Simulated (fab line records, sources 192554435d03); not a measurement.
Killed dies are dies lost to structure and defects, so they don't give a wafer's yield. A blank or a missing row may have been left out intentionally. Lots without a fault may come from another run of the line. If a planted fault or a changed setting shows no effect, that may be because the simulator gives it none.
fab line records + flow n5-finfet
record
- lots=9
- wafers=27
- last-day=18
route steps=1938 shown BEOL_M4@1111 BEOL_M5@1130 PASSIVATION@1936
lots that met no fault: taken from a fault-free run of the same line
start-h: hours from the record's first day to the start of the lot's first wafer shown + wait-h: hours from the lot's prior step to this one + " as in the row above + L1.1+2: a single row standing in for several wafers + - no value, or no start given + * or withheld: withheld + < > ~ a bound
route shown NAME@n: names a module that has steps shown in the file, with the first one's number in the route + usual: average and standard deviation across the fault-free wafers + same: alike in all rows + chamber/n: place in a boat + sites: per-site readings + _std_site: the standard deviation of these + _edge_site: mean of outer sites minus mean of inner sites + radius-mm: for every site, how far away it sits from the centre of the wafer + mask NAME#n: copy n + behind: the last tool/chamber to shape the wafer + hold: cause of the lot's hold/its duration in hours/its outcome + device: names the non-switching transistor (n, p or np) + end of line: the tests these same wafers got at the end of their route + a step without rows: its recipe alone + killed: dies lost to structure and defects at the first sort, not the wafer's yield + map: a wafer's dies, marking killed ones x, the rest . and places with no die _
set.NAME: the setting that was run; set.NAME@STEP: the one run at that earlier step + model.NAME: the simulator's own value behind a step, which no gauge read
the route's steps for a sample of lots (tables are steps, rows are wafers)
services: from which hour (start-h, from the record's first day; less than 0 if before it) a tool's chamber was out of use, for how many hours, and why
## steps
# step N5_BEOL_M4_RC_MEAS_101
# usual
- DIBL_N=37.0/1.7
- DIBL_P=36.7/2
- IOFF_N=0.17/0.035
- IOFF_P=0.22/0.035
- ION_N=672/12
- ION_P=461/7.5
- SS_N=71.6/0.67
- SS_P=73.4/0.64
- VT_N=250/3.5
- VT_P=-250/3.5
| lot.wafer | tool      | chamber | start-h | wait-h | DIBL_N[mV/V] | DIBL_P[mV/V] | IOFF_N[nA/um] | IOFF_P[nA/um] | ION_N[uA/um] | ION_P[uA/um] | SS_N[mV/dec] | SS_P[mV/dec] | VT_N[mV] | VT_P[mV] |
|-----------|-----------|---------|---------|--------|--------------|--------------|---------------|---------------|--------------|--------------|--------------|--------------|----------|----------|
| L776.1    | prober-01 | 0       | 168.91  | 0.0    | 37.2         | 36.6         | 0.19          | 0.27          | 692          | 476          | 72.1         | 73.0         | 249      | -242     |
| L776.3    | "         | 0       | "       | "      | 34.5         | 33.5         | 0.13          | 0.20          | 663          | 461          | 71.3         | 72.5         | 252      | -246     |
| L776.6    | "         | 0       | "       | "      | 34.7         | 33.6         | 0.14          | 0.22          | 663          | 469          | 71.2         | 73.0         | 249      | -246     |
| L777.3    | prober-01 | 0       | 176.08  | 0.3    | 38.7         | 41.7         | 0.22          | 0.27          | 674          | 463          | 72.6         | 75.0         | 248      | -248     |
| L777.4    | "         | 0       | "       | "      | 37.0         | 39.1         | 0.16          | 0.20          | 664          | 454          | 73.0         | 73.4         | 254      | -251     |
| L777.6    | "         | 0       | "       | "      | 35.7         | 36.9         | 0.14          | 0.18          | 645          | 445          | 72.5         | 73.1         | 256      | -253     |
| L775.4    | prober-02 | 0       | 176.57  | 0.5    | 36.8         | 36.0         | 0.16          | 0.18          | 672          | 459          | 72.2         | 72.7         | 250      | -252     |
| L775.5    | "         | 0       | "       | "      | 35.5         | 35.4         | 0.14          | 0.17          | 655          | 448          | 71.2         | 72.9         | 249      | -255     |
| L775.6    | "         | 0       | "       | "      | 33.7         | 33.5         | 0.11          | 0.16          | 663          | 460          | 70.5         | 72.3         | 255      | -254     |
| L784.1    | prober-01 | 0       | 219.44  | 0.0    | 36.7         | 37.4         | 0.17          | 0.20          | 681          | 467          | 71.9         | 74.2         | 252      | -252     |
| L784.3    | "         | 0       | "       | "      | 36.6         | 37.3         | 0.16          | 0.20          | 673          | 464          | 71.7         | 73.3         | 252      | -256     |
| L784.4    | "         | 0       | "       | "      | 36.5         | 36.7         | 0.15          | 0.20          | 662          | 454          | 71.5         | 73.5         | 254      | -253     |
| L785.1    | prober-02 | 0       | 226.97  | 0.0    | 34.3         | 35.1         | 0.13          | 0.18          | 666          | 454          | 70.0         | 72.4         | 252      | -253     |
| L785.3    | "         | 0       | "       | "      | 36.5         | 36.9         | 0.17          | 0.20          | 675          | 460          | 71.4         | 74.1         | 249      | -253     |
| L785.6    | "         | 0       | "       | "      | 35.7         | 35.4         | 0.15          | 0.18          | 666          | 454          | 71.4         | 73.5         | 253      | -255     |
| L786.1    | prober-01 | 0       | 237.41  | 0.0    | 36.9         | 36.1         | 0.18          | 0.26          | 687          | 471          | 71.7         | 72.8         | 245      | -244     |
| L786.4    | "         | 0       | "       | "      | 35.7         | 34.7         | 0.16          | 0.23          | 680          | 470          | 70.2         | 73.1         | 247      | -245     |
| L786.5    | "         | 0       | "       | "      | 39.5         | 39.5         | 0.24          | 0.33          | 693          | 475          | 72.4         | 73.8         | 243      | -242     |
| L793.4    | prober-02 | 0       | 297.76  | 0.5    | 39.9         | 39.9         | 0.24          | 0.27          | 683          | 455          | 72.4         | 74.1         | 244      | -247     |
| L793.5    | "         | 0       | "       | "      | 38.7         | 39.0         | 0.21          | 0.25          | 677          | 454          | 71.9         | 74.2         | 246      | -249     |
| L793.6    | "         | 0       | "       | "      | 39.5         | 38.5         | 0.21          | 0.24          | 681          | 461          | 71.9         | 73.4         | 247      | -253     |
| L796.2    | prober-02 | 0       | 302.36  | 0.2    | 36.6         | 36.8         | 0.13          | 0.17          | 658          | 447          | 71.6         | 73.4         | 256      | -257     |
| L796.3    | "         | 0       | "       | "      | 39.4         | 40.1         | 0.18          | 0.21          | 662          | 452          | 72.6         | 73.8         | 249      | -251     |
| L796.6    | "         | 0       | "       | "      | 38.0         | 38.7         | 0.15          | 0.19          | 664          | 454          | 71.6         | 74.3         | 253      | -254     |
| L797.3    | prober-02 | 0       | 322.71  | 0.3    | 35.5         | 34.4         | 0.15          | 0.20          | 675          | 467          | 72.0         | 73.6         | 250      | -250     |
| L797.4    | "         | 0       | "       | "      | 36.0         | 35.2         | 0.16          | 0.22          | 678          | 466          | 71.8         | 73.5         | 246      | -249     |
| L797.5    | "         | 0       | "       | "      | 35.8         | 34.2         | 0.14          | 0.20          | 664          | 461          | 71.2         | 73.1         | 251      | -252     |
# step N5_BEOL_M5_ETCH_72
# recipe
- chemistry=N2/H2
- target=underlayer
- target-depth-a=65
- mask-material=CAR-EUV
- time-s=5.2
- ion-energy-ev=200
- pressure-mtorr=30
- source-w=840
- bias-w=150
- n2-flow-sccm=200
- h2-flow-sccm=200
- ends=cleared
# usual
- drypump-motor-current-A=5.6/0.35
- etch-rf-on-time-s=5.22/0.087
- oes-product-au=0.66/0.054
- rf-vpp-V=524.1/2.1
- showerhead-plenum-p-Torr=2.55/0.063
- throttle-valve-pct=17.92/0.19
| lot.wafer | tool        | chamber | start-h | wait-h | drypump-motor-current-A | etch-rf-on-time-s | oes-product-au | rf-hours-counter-h | rf-vpp-V | showerhead-plenum-p-Torr | throttle-valve-pct |
|-----------|-------------|---------|---------|--------|-------------------------|-------------------|----------------|--------------------|----------|--------------------------|--------------------|
| L776.1    | rie-diel-06 | 2       | 172.83  | 0.0    | 6.0                     | 5.33              | 0.71           | 52                 | 522.6    | 2.49                     | 17.80              |
| L776.3    | "           | 3       | "       | "      | 5.5                     | 5.18              | 0.64           | 180                | 521.9    | 2.44                     | 18.22              |
| L776.6    | "           | 2       | "       | "      | 6.0                     | 5.26              | 0.73           | -                  | 521.0    | 2.49                     | 17.80              |
| L777.3    | rie-diel-04 | 2       | 178.58  | 0.0    | 6.1                     | 5.19              | 0.63           | 162                | 526.1    | 2.63                     | 17.69              |
| L777.4    | "           | 0       | "       | "      | 6.0                     | 5.38              | 0.59           | 215                | 523.1    | 2.51                     | 17.66              |
| L777.6    | "           | 2       | "       | "      | 6.1                     | 5.18              | 0.63           | -                  | 526.1    | 2.63                     | 17.69              |
| L775.4    | rie-diel-06 | 3       | 179.09  | 0.0    | 5.5                     | 5.17              | 0.64           | 182                | 520.0    | 2.44                     | 18.24              |
| L775.5    | "           | 0       | "       | "      | 5.1                     | 5.18              | 0.59           | -                  | 526.6    | 2.62                     | 17.75              |
| L775.6    | "           | 1       | "       | "      | 5.3                     | 5.16              | 0.67           | -                  | 523.4    | 2.55                     | 17.93              |
| L784.1    | rie-diel-04 | 3       | 222.96  | 0.0    | 5.4                     | 5.35              | 0.62           | 179                | 526.6    | 2.65                     | 18.03              |
| L784.3    | "           | 1       | "       | "      | 5.9                     | 5.36              | 0.67           | 104                | 520.2    | 2.47                     | 17.77              |
| L784.4    | "           | 0       | "       | "      | 6.0                     | 5.34              | 0.59           | 228                | 524.3    | 2.50                     | 17.69              |
| L785.1    | rie-diel-04 | 3       | 230.57  | 0.0    | 5.4                     | 5.30              | 0.62           | 181                | 526.7    | 2.65                     | 18.03              |
| L785.3    | "           | 2       | "       | "      | 6.1                     | 5.28              | 0.61           | 174                | 525.8    | 2.63                     | 17.69              |
| L785.6    | "           | 3       | "       | "      | 5.4                     | 5.29              | 0.63           | -                  | 527.4    | 2.65                     | 18.01              |
| L786.1    | rie-diel-02 | 0       | 240.04  | 0.0    | 5.5                     | 5.21              | 0.76           | 29                 | 525.5    | 2.60                     | 18.06              |
| L786.4    | "           | 3       | "       | "      | 5.2                     | 5.19              | 0.70           | 95                 | 525.5    | 2.59                     | 17.67              |
| L786.5    | "           | 0       | "       | "      | 5.5                     | 5.29              | 0.75           | -                  | 527.5    | 2.60                     | 18.06              |
| L793.4    | rie-diel-02 | 0       | 300.27  | 0.0    | 5.5                     | 5.17              | 0.74           | 49                 | 525.1    | 2.59                     | 18.10              |
| L793.5    | "           | 3       | "       | "      | 5.2                     | 5.09              | 0.68           | -                  | 526.8    | 2.58                     | 17.69              |
| L793.6    | "           | 0       | "       | "      | 5.4                     | 5.15              | 0.75           | -                  | 524.5    | 2.60                     | 18.12              |
| L796.2    | rie-diel-02 | 2       | 305.77  | 0.0    | 5.5                     | 5.26              | 0.60           | 237                | 526.4    | 2.53                     | 18.00              |
| L796.3    | "           | 0       | "       | "      | 5.5                     | 5.09              | 0.74           | 50                 | 525.0    | 2.59                     | 18.11              |
| L796.6    | "           | 2       | "       | "      | 5.6                     | 5.15              | 0.59           | -                  | 523.6    | 2.53                     | 18.00              |
| L797.3    | rie-diel-04 | 3       | 324.83  | 0.0    | 5.3                     | 5.32              | 0.60           | 215                | 526.0    | 2.63                     | 18.08              |
| L797.4    | "           | 1       | "       | "      | 5.8                     | 5.42              | 0.65           | -                  | 521.5    | 2.45                     | 17.83              |
| L797.5    | "           | 2       | "       | "      | 6.1                     | 5.30              | 0.60           | -                  | 526.1    | 2.61                     | 17.77              |
# step N5_BEOL_M5_VIA_ETCH_34
# recipe
- chemistry=C4F6/O2
- target=SiCOH_lowk
- target-depth-a=883
- mask-material=SOC
- taper-deg=4
- time-s=39.2
- ion-energy-ev=250
- pressure-mtorr=30
- source-w=345
- bias-w=185
- Ar_flow_sccm=300
- C4F6_flow_sccm=10
- O2_flow_sccm=10
# usual
- O2_flow_sccm=10.00/0.03
- drypump-motor-current-A=5.6/0.35
- mfc-ar-sccm=300.0/0.9
- oes-product-au=0.77/0.07
- rf-vpp-V=662/12
- showerhead-plenum-p-Torr=2.84/0.08
- throttle-valve-pct=20.83/0.2
# same
- time-s=39.2
| lot.wafer | tool        | chamber | start-h | wait-h | O2_flow_sccm | drypump-motor-current-A | mfc-ar-sccm | oes-product-au | rf-hours-counter-h | rf-vpp-V | showerhead-plenum-p-Torr | throttle-valve-pct |
|-----------|-------------|---------|---------|--------|--------------|-------------------------|-------------|----------------|--------------------|----------|--------------------------|--------------------|
| L776.1    | rie-diel-04 | 2       | 175.06  | 0.0    | 10.01        | 6.1                     | 299.3       | 0.73           | 161                | 657      | 2.95                     | 20.68              |
| L776.3    | "           | 1       | "       | "      | 10.00        | 5.8                     | 299.1       | 0.80           | 89                 | 675      | 2.75                     | 20.60              |
| L776.6    | "           | 1       | "       | "      | 10.02        | 5.8                     | 300.2       | 0.81           | -                  | 676      | 2.75                     | 20.62              |
| L775.4    | rie-diel-04 | 2       | 180.76  | 0.0    | 9.97         | 6.1                     | 298.4       | 0.73           | 162                | 655      | 2.95                     | 20.70              |
| L775.5    | "           | 0       | "       | "      | 10.00        | 5.9                     | 301.2       | 0.70           | -                  | 654      | 2.82                     | 20.76              |
| L775.6    | "           | 1       | "       | "      | 9.96         | 5.8                     | 299.2       | 0.81           | -                  | 675      | 2.75                     | 20.61              |
| L777.3    | rie-diel-06 | 0       | 180.94  | 0.0    | 9.95         | 5.1                     | 300.1       | 0.69           | 227                | 669      | 2.94                     | 20.89              |
| L777.4    | "           | 3       | "       | "      | 9.98         | 5.5                     | 300.4       | 0.74           | 182                | 655      | 2.72                     | 21.13              |
| L777.6    | "           | 3       | "       | "      | 9.98         | 5.5                     | 299.6       | 0.74           | -                  | 654      | 2.72                     | 21.14              |
| L784.1    | rie-diel-06 | 3       | 225.83  | 0.0    | 10.04        | 5.5                     | 299.1       | 0.73           | 196                | 655      | 2.72                     | 21.16              |
| L784.3    | "           | 0       | "       | "      | 10.03        | 5.1                     | 300.5       | 0.68           | 240                | 666      | 2.94                     | 20.89              |
| L784.4    | "           | 2       | "       | "      | 9.94         | 6.0                     | 299.5       | 0.83           | 66                 | 662      | 2.77                     | 20.85              |
| L785.1    | rie-diel-04 | 2       | 234.14  | 0.0    | 10.00        | 6.1                     | 299.0       | 0.71           | 176                | 655      | 2.94                     | 20.71              |
| L785.3    | "           | 3       | "       | "      | 10.02        | 5.4                     | 300.4       | 0.56           | 183                | 686      | 2.93                     | 20.75              |
| L785.6    | "           | 3       | "       | "      | 10.02        | 5.4                     | 299.5       | 0.73           | -                  | 687      | 2.93                     | 20.78              |
| L786.1    | rie-diel-04 | 0       | 241.48  | 0.0    | 9.96         | 5.9                     | 301.5       | 0.69           | 231                | 654      | 2.81                     | 20.75              |
| L786.4    | "           | 3       | "       | "      | 10.01        | 5.4                     | 299.7       | 0.73           | 184                | 687      | 2.93                     | 20.80              |
| L786.5    | "           | 1       | "       | "      | 9.96         | 5.8                     | 300.1       | 0.61           | -                  | 676      | 2.74                     | 20.61              |
| L793.4    | rie-diel-06 | 2       | 301.45  | 0.0    | 9.99         | 6.0                     | 300.3       | 0.80           | 91                 | 663      | 2.76                     | 20.89              |
| L793.5    | "           | 2       | "       | "      | 10.03        | 6.0                     | 300.2       | 0.81           | -                  | 662      | 2.76                     | 20.88              |
| L793.6    | "           | 1       | "       | "      | 10.04        | 5.3                     | 299.9       | 0.75           | -                  | 654      | 2.82                     | 20.95              |
| L796.2    | rie-diel-06 | 2       | 308.72  | 0.0    | 10.04        | 6.0                     | 299.9       | 0.80           | 93                 | 663      | 2.76                     | 20.89              |
| L796.3    | "           | 0       | "       | "      | 10.05        | 5.1                     | 299.4       | 0.96           | 11                 | 666      | 2.93                     | 20.57              |
| L796.6    | "           | 1       | "       | "      | 10.01        | 5.3                     | 299.9       | 0.74           | -                  | 655      | 2.82                     | 20.95              |
| L797.3    | rie-diel-06 | 0       | 325.96  | 0.0    | 10.07        | 5.1                     | 300.0       | 0.94           | 16                 | 666      | 2.92                     | 20.58              |
| L797.4    | "           | 2       | "       | "      | 9.94         | 5.9                     | 300.4       | 0.79           | 97                 | 663      | 2.75                     | 20.89              |
| L797.5    | "           | 3       | "       | "      | 10.04        | 5.4                     | 300.0       | 0.72           | -                  | 655      | 2.71                     | 21.21              |
# step N5_BEOL_M5_STRIP_36
# recipe
- chemistry=N2/H2
- power-w=450
- temp-c=40
- pressure-mtorr=20
- rf-frequency-hz=6e+07
- overash-fraction=0.3
- bias-power-w=7
- h2-frac=0.5
- n2-flow-sccm=200
- h2-flow-sccm=200
# usual
- drypump-motor-current-A=5.6/0.35
- oes-product-au=0.77/0.07
- rf-vpp-V=59.0/1.5
- showerhead-plenum-p-Torr=2.54/0.073
- temp-c=40.00/0.11
- throttle-valve-pct=23.68/0.29
# same
- overash-fraction=0.3
| lot.wafer | tool        | chamber | start-h | wait-h | drypump-motor-current-A | oes-product-au | rf-hours-counter-h | rf-vpp-V | showerhead-plenum-p-Torr | temp-c | throttle-valve-pct |
|-----------|-------------|---------|---------|--------|-------------------------|----------------|--------------------|----------|--------------------------|--------|--------------------|
| L776.1    | rie-diel-04 | 2       | 175.10  | 0.0    | 6.1                     | 0.73           | 161                | 54.2     | 2.63                     | 39.92  | 23.58              |
| L776.3    | "           | 1       | "       | "      | 5.8                     | 0.83           | 89                 | 58.8     | 2.47                     | 40.03  | 23.66              |
| L776.6    | "           | 1       | "       | "      | 5.8                     | 0.83           | -                  | 56.0     | 2.47                     | 39.88  | 23.66              |
| L775.4    | rie-diel-04 | 2       | 180.80  | 0.0    | 6.1                     | 0.72           | 162                | 58.4     | 2.63                     | 40.00  | 23.58              |
| L775.5    | "           | 0       | "       | "      | 6.0                     | 0.70           | -                  | 57.9     | 2.50                     | 40.22  | 23.24              |
| L775.6    | "           | 1       | "       | "      | 5.8                     | 0.82           | -                  | 59.4     | 2.47                     | 39.97  | 23.66              |
| L777.3    | rie-diel-06 | 0       | 180.99  | 0.0    | 5.1                     | 0.70           | 227                | 58.1     | 2.62                     | 39.82  | 23.35              |
| L777.4    | "           | 3       | "       | "      | 5.5                     | 0.74           | 182                | 59.2     | 2.43                     | 40.13  | 24.12              |
| L777.6    | "           | 3       | "       | "      | 5.5                     | 0.75           | -                  | 58.7     | 2.43                     | 39.97  | 24.08              |
| L784.1    | rie-diel-06 | 3       | 225.88  | 0.0    | 5.5                     | 0.74           | 196                | 58.0     | 2.43                     | 40.05  | 24.13              |
| L784.3    | "           | 0       | "       | "      | 5.1                     | 0.69           | 240                | 59.3     | 2.61                     | 40.00  | 23.38              |
| L784.4    | "           | 2       | "       | "      | 6.0                     | 0.84           | 66                 | 56.9     | 2.47                     | 40.10  | 23.60              |
| L785.1    | rie-diel-04 | 2       | 234.19  | 0.0    | 6.0                     | 0.72           | 176                | 60.1     | 2.62                     | 40.15  | 23.62              |
| L785.3    | "           | 3       | "       | "      | 5.4                     | 0.74           | 183                | 62.3     | 2.64                     | 40.04  | 23.88              |
| L785.6    | "           | 3       | "       | "      | 5.4                     | 0.73           | -                  | 58.2     | 2.64                     | 39.88  | 23.91              |
| L786.1    | rie-diel-04 | 0       | 241.52  | 0.0    | 5.9                     | 0.70           | 231                | 60.1     | 2.49                     | 39.99  | 23.26              |
| L786.4    | "           | 3       | "       | "      | 5.4                     | 0.74           | 184                | 58.5     | 2.64                     | 40.00  | 23.89              |
| L786.5    | "           | 1       | "       | "      | 5.8                     | 0.81           | -                  | 61.7     | 2.46                     | 40.01  | 23.69              |
| L793.4    | rie-diel-06 | 2       | 301.49  | 0.0    | 6.0                     | 0.80           | 91                 | 59.6     | 2.47                     | 40.15  | 23.58              |
| L793.5    | "           | 2       | "       | "      | 6.0                     | 0.79           | -                  | 61.2     | 2.46                     | 40.09  | 23.64              |
| L793.6    | "           | 1       | "       | "      | 5.3                     | 0.74           | -                  | 59.3     | 2.53                     | 39.91  | 23.74              |
| L796.2    | rie-diel-06 | 2       | 308.76  | 0.0    | 6.0                     | 0.80           | 93                 | 59.2     | 2.46                     | 39.73  | 23.61              |
| L796.3    | "           | 0       | "       | "      | 5.1                     | 0.96           | 11                 | 60.6     | 2.60                     | 40.03  | 23.09              |
| L796.6    | "           | 1       | "       | "      | 5.4                     | 0.74           | -                  | 57.2     | 2.53                     | 40.08  | 23.75              |
| L797.3    | rie-diel-06 | 0       | 326.01  | 0.0    | 5.0                     | 0.94           | 16                 | 58.5     | 2.60                     | 39.99  | 23.04              |
| L797.4    | "           | 2       | "       | "      | 6.0                     | 0.80           | 97                 | 56.8     | 2.46                     | 39.85  | 23.63              |
| L797.5    | "           | 3       | "       | "      | 5.6                     | 0.72           | -                  | 58.9     | 2.42                     | 40.01  | 24.17              |
# step N5_BEOL_M5_DEGAS_44
# recipe
- ambient=vacuum
- temp-c=250
- time-s=60
# usual
- heater-power-w=343/27
# same
- time-s=60
| lot.wafer | tool           | chamber | start-h | wait-h | heater-power-w |
|-----------|----------------|---------|---------|--------|----------------|
| L776.1    | pvd-sputter-01 | -       | 175.82  | 0.3    | 369            |
| L776.3    | "              | -       | "       | "      | 356            |
| L776.6    | "              | -       | "       | "      | 386            |
| L775.4    | pvd-sputter-02 | -       | 181.54  | 0.1    | 347            |
| L775.5    | "              | -       | "       | "      | 311            |
| L775.6    | "              | -       | "       | "      | 316            |
| L777.3    | pvd-sputter-01 | -       | 181.83  | 0.2    | 396            |
| L777.4    | "              | -       | "       | "      | 356            |
| L777.6    | "              | -       | "       | "      | 390            |
| L784.1    | pvd-sputter-02 | -       | 226.66  | 0.3    | 307            |
| L784.3    | "              | -       | "       | "      | 356            |
| L784.4    | "              | -       | "       | "      | 343            |
| L785.1    | pvd-sputter-02 | -       | 236.67  | 2.0    | 347            |
| L785.3    | "              | -       | "       | "      | 308            |
| L785.6    | "              | -       | "       | "      | 366            |
| L786.1    | pvd-sputter-01 | -       | 242.44  | 0.5    | 338            |
| L786.4    | "              | -       | "       | "      | 389            |
| L786.5    | "              | -       | "       | "      | 373            |
| L793.4    | pvd-sputter-02 | -       | 302.65  | 0.3    | 360            |
| L793.5    | "              | -       | "       | "      | 323            |
| L793.6    | "              | -       | "       | "      | 305            |
| L796.2    | pvd-sputter-03 | -       | 309.92  | 0.7    | 348            |
| L796.3    | "              | -       | "       | "      | 287            |
| L796.6    | "              | -       | "       | "      | 288            |
| L797.3    | pvd-sputter-02 | -       | 326.83  | 0.3    | 364            |
| L797.4    | "              | -       | "       | "      | 318            |
| L797.5    | "              | -       | "       | "      | 355            |
# step N5_PASSIVATION_PROBE_49
# usual
- defect-limited-yield=91.1/1.3
- killed_at_M0_to_M3=35/11
- killed_at_M4_up=13/5.4
- killed-at-contacts=14/6.5
- killed-at-front-end=41/11
- killed-at-other=4/3.1
- killed-dies=106/15
- killed-on-rim=14/3.7
- killed-open=69/12
- killed-short=35/7
- sort_bin_5_function=5.2/0.86
- sort_bin_6_memory=3.4/0.64
- sort-n-pass=1074/15
- sort-yield-pct=91.0/1.3
# same
- gross-dies=1180
- killed-at-back-side=0
- sort_bin_4_leakage[%]=0
- sort_bin_8_speed[%]=0
| lot.wafer | tool      | chamber | start-h | wait-h | defect-limited-yield[%] | killed_at_M0_to_M3 | killed_at_M4_up | killed-at-contacts | killed-at-front-end | killed-at-other | killed-dies | killed-on-rim | killed-open | killed-short | sort_bin_5_function[%] | sort_bin_6_memory[%] | sort-n-pass | sort-yield-pct[%] |
|-----------|-----------|---------|---------|--------|-------------------------|--------------------|-----------------|--------------------|---------------------|-----------------|-------------|---------------|-------------|--------------|------------------------|----------------------|-------------|-------------------|
| L785.1    | prober-01 | -       | 321.47  | 0.0    | 92.2                    | 33                 | 12              | 7                  | 34                  | 6               | 92          | 11            | 55          | 34           | 5.3                    | 2.5                  | 1088        | 92.2              |
| L785.3    | prober-01 | -       | 321.57  | 0.1    | 0                       | 31                 | 1102            | 22                 | 22                  | 3               | 1180        | 152           | 63          | 27           | 97.0                   | 3.0                  | 0           | 0                 |
| L785.6    | prober-01 | -       | 321.72  | 0.3    | 92.4                    | 31                 | 9               | 9                  | 34                  | 7               | 90          | 9             | 70          | 19           | 4.5                    | 2.8                  | 1090        | 92.4              |
| L786.1    | prober-02 | -       | 324.62  | 0.0    | 90.3                    | 38                 | 10              | 13                 | 52                  | 2               | 115         | 11            | 69          | 43           | 5.8                    | 3.7                  | 1065        | 90.3              |
| L786.4    | prober-02 | -       | 324.77  | 0.2    | 91.0                    | 28                 | 15              | 17                 | 38                  | 8               | 106         | 16            | 69          | 35           | 5.3                    | 3.3                  | 1074        | 91.0              |
| L786.5    | prober-02 | -       | 324.82  | 0.2    | 0                       | 34                 | 1104            | 9                  | 29                  | 4               | 1180        | 152           | 60          | 32           | 96.8                   | 2.8                  | 0           | 0                 |
# killed by level:class
L785.1 BEOL_M0_SAQP:geometric-particle:open=12 BEOL_M0_SAQP:geometric-particle:short=9 STI_FIN_REVEAL:geometric-particle:open=8 FIN_SAQP:geometric-particle:short=7 MOL_CONTACT_COAG:geometric-particle:open=5 BEOL_M8:geometric-particle:open=4 STARTING-WAFER:geometric-particle:open=4 BEOL_M0:geometric-particle:short=3
L785.3 BEOL_M5:area-etch=1090 MOL_CONTACT_COAG:geometric-particle:open=17 BEOL_M1:geometric-particle:open=8 BEOL_M0_SAQP:geometric-particle:open=7 DUMMY_GATE:geometric-particle:open=5 MOL_CONTACT_COAG:geometric-particle:short=5 BEOL_M0_SAQP:geometric-particle:short=5 BEOL_M4:geometric-particle:open=5
L785.6 STI_FIN_REVEAL:geometric-particle:open=10 MOL_CONTACT_COAG:geometric-particle:open=8 BEOL_M3:geometric-particle:open=8 FIN_SAQP:geometric-particle:open=6 BEOL_M0_SAQP:geometric-particle:open=6 BEOL_M0_SAQP:geometric-particle:short=5 DUMMY_GATE:geometric-particle:open=4 FIN_SAQP:geometric-particle:short=3
L786.1 FIN_SAQP:geometric-particle:short=14 STI_FIN_REVEAL:geometric-particle:open=12 MOL_CONTACT_COAG:geometric-particle:open=11 BEOL_M0_SAQP:geometric-particle:open=9 BEOL_M0_SAQP:geometric-particle:short=7 BEOL_M4:geometric-particle:open=6 FIN_SAQP:geometric-particle:open=5 GATE_CUT:geometric-particle:open=5
L786.4 MOL_CONTACT_COAG:geometric-particle:open=17 BEOL_M0_SAQP:geometric-particle:short=9 FIN_SAQP:geometric-particle:short=8 FIN_SAQP:geometric-particle:open=7 STI_FIN_REVEAL:geometric-particle:open=6 BEOL_M3:geometric-particle:open=6 BEOL_M4:geometric-particle:open=6 BEOL_M0_SAQP:geometric-particle:open=5
L786.5 BEOL_M5:area-etch=1088 BEOL_M0_SAQP:geometric-particle:open=13 BEOL_M0_SAQP:geometric-particle:short=10 BEOL_M4:geometric-particle:open=9 MOL_CONTACT_COAG:geometric-particle:open=7 FIN_SAQP:geometric-particle:short=6 STI_FIN_REVEAL:geometric-particle:open=6 FIN_SAQP:geometric-particle:open=4
## services
| tool           | chamber | start-h | hours | kind                          |
|----------------|---------|---------|-------|-------------------------------|
| rie-diel-04    | 1       | 156.15  | 5.6   | repair                        |
| rie-diel-02    | 3       | 171.82  | 10.5  | repair                        |
| pvd-sputter-03 | -       | 172.58  | 5.0   | repair                        |
| rie-diel-02    | 2       | 199.12  | 3.9   | repair                        |
| rie-diel-06    | -       | 201.04  | 0.4   | repair                        |
| rie-diel-04    | 2       | 210.52  | 4.3   | repair                        |
| rie-diel-04    | 0       | 233.13  | 1.3   | repair                        |
| rie-diel-06    | 3       | 237.11  | 10.1  | repair                        |
| rie-diel-06    | 0       | 256.68  | -     | clean                         |
| rie-diel-06    | 0       | 256.68  | -     | consumable-replace:focus-ring |
| rie-diel-06    | 0       | 256.68  | 16.4  | scheduled-down                |
| rie-diel-06    | 0       | 256.68  | 16.4  | vent-cycle                    |
| rie-diel-02    | 2       | 262.89  | 2.0   | repair                        |
| rie-diel-02    | -       | 275.04  | 4.0   | pm                            |
| rie-diel-02    | 2       | 291.71  | 6.1   | repair                        |
| rie-diel-06    | 2       | 293.86  | 4.5   | repair                        |
| rie-diel-06    | 3       | 298.24  | 2.1   | repair                        |
| rie-diel-04    | 0       | 299.28  | -     | clean                         |
| rie-diel-04    | 0       | 299.28  | -     | consumable-replace:focus-ring |
| rie-diel-04    | 0       | 299.28  | 33.5  | scheduled-down                |
| rie-diel-04    | 0       | 299.28  | 33.5  | vent-cycle                    |
## key
first-sign
- step=N5_BEOL_M5_VIA_ETCH_34
- reading=oes-product-au
- direction=down
- sigmas=2.6
- usual=0.77
- struck=0.59
effect
- step=N5_PASSIVATION_PROBE_49
- reading=killed_at_M4_up
- direction=up
- sigmas=99+
- usual=13
- struck=1103
more-kills-born-at
- N5_BEOL_M5_VIA_ETCH_34@rie-diel-04=2178
met-at N5_BEOL_M5_VIA_ETCH_34
struck-lots L785,L786
struck-wafers L785.3,L786.5
later-rows-left-out L785.3,L786.5
not-acting-at N5_BEOL_M5_ETCH_72,N5_BEOL_M5_STRIP_36,N5_BEOL_M5_DEGAS_44
onset-between 180.76 234.14
fault
- kind=process-parameter-drift
- tool=rie-diel-04
- chamber=-
- onset-h=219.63
- steps=N5_BEOL_M5_VIA_ETCH_34
- channel=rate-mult
- offset=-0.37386
- shape=step
- end-h=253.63
- scope=struck-wafers-only
# later-rows-left-out: the simulator's readings of these wafers behind a module that went badly wrong aren't trusted and aren't shown, but for the sort
